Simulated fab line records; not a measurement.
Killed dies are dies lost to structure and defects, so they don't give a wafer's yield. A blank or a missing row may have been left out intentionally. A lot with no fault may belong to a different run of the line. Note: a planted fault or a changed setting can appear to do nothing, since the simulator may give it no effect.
Which tool did it? ; flow nand harc ; Sampling: 24 lots, 72 wafers, 4 of 1302 route steps

WHAT THE GAUGES READ, wafer by wafer
NHARC_A_SGD_CUT_INSPECT_25. Usual: raw defect count at 379, with a standard deviation of 91.
lot;measured;on;raw defect count;flag
L075;day 19 22:19;defect inspect-02;331 346 494;
L074;day 19 22:22;defect inspect-01;531 497 540;
L076;day 20 10:50;defect inspect-01;613 496 557;
L078;day 20 17:00;defect inspect-01;317 316 286;
L077;day 20 16:59;defect inspect-01;393 403 300;
L079;day 21 12:40;defect inspect-02;377 214 361;
L080;day 22 01:16;defect inspect-02;434 390 400;
L081;day 22 17:23;defect inspect-01;660 689 454;
L082;day 22 17:26;defect inspect-02;391 306 275;
L083;day 23 02:26;defect inspect-01;359 452 406;
L084;day 23 15:58;defect inspect-01;340 322 365;
L085;day 23 22:57;defect inspect-02;335 515 403;
L086;day 24 17:47;defect inspect-02;400 421 286;
L087;day 25 15:07;defect inspect-02;318 290 297;
L088;day 25 15:13;defect inspect-01;443 341 319;
L089;day 25 15:38;defect inspect-02;445 357 368;
L090;day 26 03:40;defect inspect-01;230 291 246;
L091;day 26 19:38;defect inspect-02;451 415 412;
L092;day 27 12:07;defect inspect-02;339 307 392;
L094;day 27 12:06;defect inspect-01;557 373 439;
L093;day 27 12:08;defect inspect-01;348 377 459;
L096;day 28 14:52;defect inspect-02;354 334 260;
L095;day 28 14:51;defect inspect-01;301 349 337;
L097;day 29 14:26;defect inspect-02;355 431 334;

NHARC_A_SLIT_OVL_MEAS_10. Usual: overlay x nm -0.1 nm, standard deviation 0.96; overlay y nm 0.3 nm, standard deviation 0.9.
lot;measured;on;overlay x nm (nm);overlay y nm (nm);flag
L075;day 20 05:29;overlay-01;-1.3 -1.1 -1.1;0.9 0.9 1.3;
L074;day 20 05:52;overlay-01;1.8 1.3 1.2;1.1 0.7 0.9;
L076;day 20 15:40;overlay-02;0.2 0.1 -0.2;0.6 0.3 -0.4;
L078;day 21 01:26;overlay-01;-1.2 -0.2 -0.6;-0.6 -0.6 -0.3;
L077;day 20 23:27;overlay-01;1.0 1.3 0.9;1.0 0.7 0.8;
L079;day 21 17:37;overlay-02;-0.7 -0.6 -0.1;0.6 0.7 0.7;
L080;day 22 06:14;overlay-02;0.5 0.9 0.2;0.6 0.8 1.3;
L081;day 22 22:18;overlay-02;1.0 0.4 0.7;0.4 0.4 0.9;
L082;day 22 23:16;overlay-01;0.2 0.9 0.5;1.4 0.2 0.6;
L083;day 23 09:13;overlay-02;-0.5 -0.6 -0.5;0.9 0.5 0.0;
L084;day 23 20:57;overlay-02;1.2 0.4 0.5;-0.2 -0.2 0.0;
L085;day 24 03:50;overlay-02;-0.7 -1.0 -0.6;-1.8 -2.0 -2.1;
L086;day 24 22:44;overlay-02;-0.1 0.2 0.1;-1.0 -0.7 -0.6;
L087;day 25 20:34;overlay-02;-0.3 0.3 0.0;0.1 0.8 0.5;
L088;day 25 21:05;overlay-02;0.8 0.9 0.7;-0.4 -0.6 -0.6;
L089;day 25 21:49;overlay-02;-1.2 -1.0 -1.5;-1.2 -1.0 -0.8;
L090;day 26 08:35;overlay-02;-1.2 -1.2 -1.4;-0.2 -0.7 0.1;
L091;day 27 03:59;overlay-02;0.2 -0.7 -0.5;1.5 1.5 0.9;
L092;day 27 17:17;overlay-02;-1.8 -2.2 -2.1;1.3 1.2 1.3;
L094;day 27 17:07;overlay-01;1.9 1.4 1.3;0.5 0.8 0.3;
L093;day 27 19:34;overlay-02;-1.5 -1.0 -1.5;0.6 0.7 1.2;
L096;day 28 20:47;overlay-01;0.8 1.2 1.2;-0.7 -0.7 -0.4;
L095;day 28 19:58;overlay-02;-0.3 -0.2 0.1;1.6 1.9 1.2;
L097;day 29 19:15;overlay-02;0.2 -0.5 -0.2;-0.6 -0.5 -0.4;

WHAT TOOL EACH LOT RAN ON (gives the tool, then ch and the chambers of the sampled wafers, and finally the start)
lot;NHARC_A_SGD_CUT_ETCHBACK_24;NHARC_A_SLIT_DEP_00
L075;rie diel-08 ch 0,2, day 19 22:05;acl dep-01 ch 0, day 20 01:41
L074;rie diel-03 ch 0,3, day 19 22:08;acl dep-03 ch 0, day 20 01:53
L076;rie diel-06 ch 0,1,2, day 20 10:34;acl dep-03 ch 0, day 20 11:14
L078;rie diel-08 ch 0,1,2, day 20 16:44;acl dep-02 ch 0, day 20 21:38
L077;rie diel-03 ch 0,2,3, day 20 16:44;acl dep-03 ch 0, day 20 18:53
L079;rie diel-08 ch 0,1,2, day 21 12:25;acl dep-02 ch 0, day 21 13:09
L080;rie diel-08 ch 2,3, day 22 01:02;acl dep-03 ch 0, day 22 01:40
L081;rie diel-06 ch 0,1,3, day 22 17:08;acl dep-01 ch 0, day 22 17:47
L082;rie diel-03 ch 0,2,3, day 22 17:14;acl dep-02 ch 0, day 22 20:38
L083;rie diel-06 ch 1,2, day 23 02:11;acl dep-03 ch 0, day 23 05:56
L084;rie diel-08 ch 1,2, day 23 15:43;acl dep-02 ch 0, day 23 17:00
L085;rie diel-06 ch 0,2, day 23 22:42;acl dep-03 ch 0, day 24 00:37
L086;rie diel-08 ch 0,1,2, day 24 17:34;acl dep-03 ch 0, day 24 18:12
L087;rie diel-03 ch 0,2,3, day 25 14:52;acl dep-01 ch 0, day 25 16:05
L088;rie diel-08 ch 0,1, day 25 14:52;acl dep-02 ch 0, day 25 16:37
L089;rie diel-06 ch 0,2,3, day 25 14:53;acl dep-03 ch 0, day 25 18:01
L090;rie diel-03 ch 0,1,3, day 26 03:27;acl dep-01 ch 0, day 26 04:04
L091;rie diel-08 ch 1,2,3, day 26 19:24;acl dep-01 ch 0, day 27 00:05
L092;rie diel-03 ch 1,2,3, day 27 11:51;acl dep-01 ch 0, day 27 12:38
L094;rie diel-06 ch 0,2,3, day 27 11:52;acl dep-03 ch 0, day 27 12:31
L093;rie diel-08 ch 0,3, day 27 11:53;acl dep-02 ch 0, day 27 16:16
L096;rie diel-08 ch 1,2, day 28 14:35;acl dep-01 ch 0, day 28 16:20
L095;rie diel-03 ch 1,2, day 28 14:37;acl dep-02 ch 0, day 28 17:23
L097;rie diel-08 ch 0,1,2, day 29 14:12;acl dep-03 ch 0, day 29 15:28
- NHARC_A_SGD_CUT_ETCHBACK_24: etches the open film in CH3F/O2, target depth 50 nm, time 92.857 s.
- NHARC_A_SLIT_DEP_00: deposits aC, target thk 6200 nm.

WHAT THE TOOLS THEMSELVES READ (means of the sampled wafers that have a number; where no wafer has one, the mark that the record gives instead)
NHARC_A_SGD_CUT_ETCHBACK_24. Usual: drypump motor current A 5.8 A, standard deviation 0.41; mfc ar sccm 200.0 sccm, standard deviation 0.56; oes product au 0.97 a.u., standard deviation 0.033; rf vpp V 243.8 V, standard deviation 1.7; showerhead plenum p Torr 2.42 Torr, standard deviation 0.11; throttle valve pct 20.663 %, standard deviation 0.0089.
lot;tool;drypump motor current A (A);mfc ar sccm (sccm);oes product au (a.u.);rf vpp V (V);showerhead plenum p Torr (Torr);throttle valve pct (%);flag
L075;rie diel-08;5.8;200.0;0.93;243.3;2.36;20.661;
L074;rie diel-03;5.8;199.4;0.99;245.0;2.55;20.659;
L076;rie diel-06;6.1;200.1;0.92;244.3;2.46;20.667;
L078;rie diel-08;5.8;199.8;1.01;242.4;2.35;20.661;
L077;rie diel-03;5.5;199.7;1.00;245.0;2.57;20.670;
L079;rie diel-08;5.8;199.5;1.00;243.0;2.35;20.661;
L080;rie diel-08;5.7;199.4;0.96;242.8;2.36;20.658;
L081;rie diel-06;5.8;199.6;0.95;245.1;2.49;20.657;
L082;rie diel-03;5.5;199.9;0.92;245.2;2.57;20.666;
L083;rie diel-06;6.0;200.5;0.93;245.3;2.49;20.663;
L084;rie diel-08;5.9;200.0;0.99;243.0;2.35;20.659;
L085;rie diel-06;6.4;200.0;0.92;243.8;2.39;20.664;
L086;rie diel-08;5.8;199.9;1.01;242.9;2.35;20.668;
L087;rie diel-03;5.5;199.7;0.92;245.7;2.56;20.671;
L088;rie diel-08;6.0;200.1;0.93;242.1;2.30;20.666;
L089;rie diel-06;6.2;199.6;0.99;244.0;2.42;20.665;
L090;rie diel-03;5.5;199.8;1.00;244.8;2.49;20.669;
L091;rie diel-08;5.8;200.1;0.99;242.8;2.35;20.663;
L092;rie diel-03;5.2;199.9;1.00;246.1;2.51;20.671;
L094;rie diel-06;6.2;199.7;0.99;243.5;2.42;20.663;
L093;rie diel-08;5.9;199.8;1.00;242.0;2.30;20.660;
L096;rie diel-08;5.9;200.1;1.00;243.3;2.35;20.652;
L095;rie diel-03;5.0;199.7;0.99;244.1;2.46;20.672;
L097;rie diel-08;5.8;200.6;0.99;243.3;2.35;20.662;

NHARC_A_SLIT_DEP_00. Usual: throttle valve pct at 35.000 %, with a standard deviation of 0.0096.
lot;tool;throttle valve pct (%);flag
L075;acl dep-01;34.995;
L074;acl dep-03;35.001;
L076;acl dep-03;35.000;
L078;acl dep-02;35.006;
L077;acl dep-03;34.993;
L079;acl dep-02;35.006;
L080;acl dep-03;35.000;
L081;acl dep-01;35.002;
L082;acl dep-02;35.014;
L083;acl dep-03;35.000;
L084;acl dep-02;35.002;
L085;acl dep-03;34.995;
L086;acl dep-03;35.001;
L087;acl dep-01;35.003;
L088;acl dep-02;34.992;
L089;acl dep-03;34.998;
L090;acl dep-01;34.991;
L091;acl dep-01;35.010;
L092;acl dep-01;34.995;
L094;acl dep-03;35.004;
L093;acl dep-02;35.009;
L096;acl dep-01;34.991;
L095;acl dep-02;35.006;
L097;acl dep-03;35.004;

THE ANSWER, worked out from the rows above alone
Rule: take the mean of a lot's wafers that have a number; if it is more than 3 standard deviations from the usual mean, the lot is off. A lot without any number at a reading at which 4 lots or more have one is off too. All remaining lots with rows at the step are treated as sound. The gauges are gone through in route order, then the tools' own readings, and for those a lot's mean is taken as printed above. The first step at which some lot is off is used, and at that step the reading that is off furthest; a lot without a number counts as furthest.
No lot is off on any of the readings shown, so nothing can be concluded from this.

WHAT WAS PUT IN BY THE SIMULATOR
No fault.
